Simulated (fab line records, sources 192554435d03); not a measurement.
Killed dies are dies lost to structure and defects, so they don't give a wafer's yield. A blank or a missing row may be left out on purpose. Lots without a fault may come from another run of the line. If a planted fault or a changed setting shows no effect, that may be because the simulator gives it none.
Chamber matching	flow n5-finfet	N5_BEOL_M5_STRIP_19 on rie-diel-01 has 4 sister chambers
The step strips in O2. 7 wafers are shown with their chamber, then 8 later ones without.

WAFERS WITH THEIR CHAMBER
wafer	chamber	drypump-motor-current-A (A)	throttle-valve-pct (%)
L075.4	1	5.6	16.97
L097.4	0	5.4	16.65
L097.5	3	6.0	16.59
L092.1	0	5.4	16.68
L092.2	3	6.1	16.58
L092.5	1	5.6	16.57
L094.1	2	5.7	16.94

WAFERS WHOSE CHAMBER IS MISSING
wafer	drypump-motor-current-A (A)	throttle-valve-pct (%)
L094.5	5.6	16.58
L094.6	5.7	16.94
L093.1	5.7	16.95
L093.4	6.1	16.58
L093.5	5.7	16.95
L096.3	5.6	16.59
L096.4	6.1	16.59
L096.6	5.6	16.61

CHAMBER TAKEN BY EACH
wafer	from the rows above	in truth
L094.5	1	1
L094.6	2	2
L093.1	2	2
L093.4	3	3
L093.5	2	2
L096.3	1	1
L096.4	3	3
L096.6	1	1
Correct placement for 8 of the 8. Can't be placed from these rows: 0. Number placed wrongly: 0.
How it was worked out, from the rows above alone: a wafer's distance from a chamber is the root of the sum, over the readings, of the square of ((its reading less the chamber's mean) divided by the reading's scatter). If the next closest chamber is less than 2 further off than the closest, the wafer can't be placed; otherwise it belongs to the closest. The mean given for a chamber averages the wafers shown for that chamber. The scatter: the root of (the sum of the squares of (reading less its chamber's mean) over the shown wafers, divided by (wafers less chambers)).
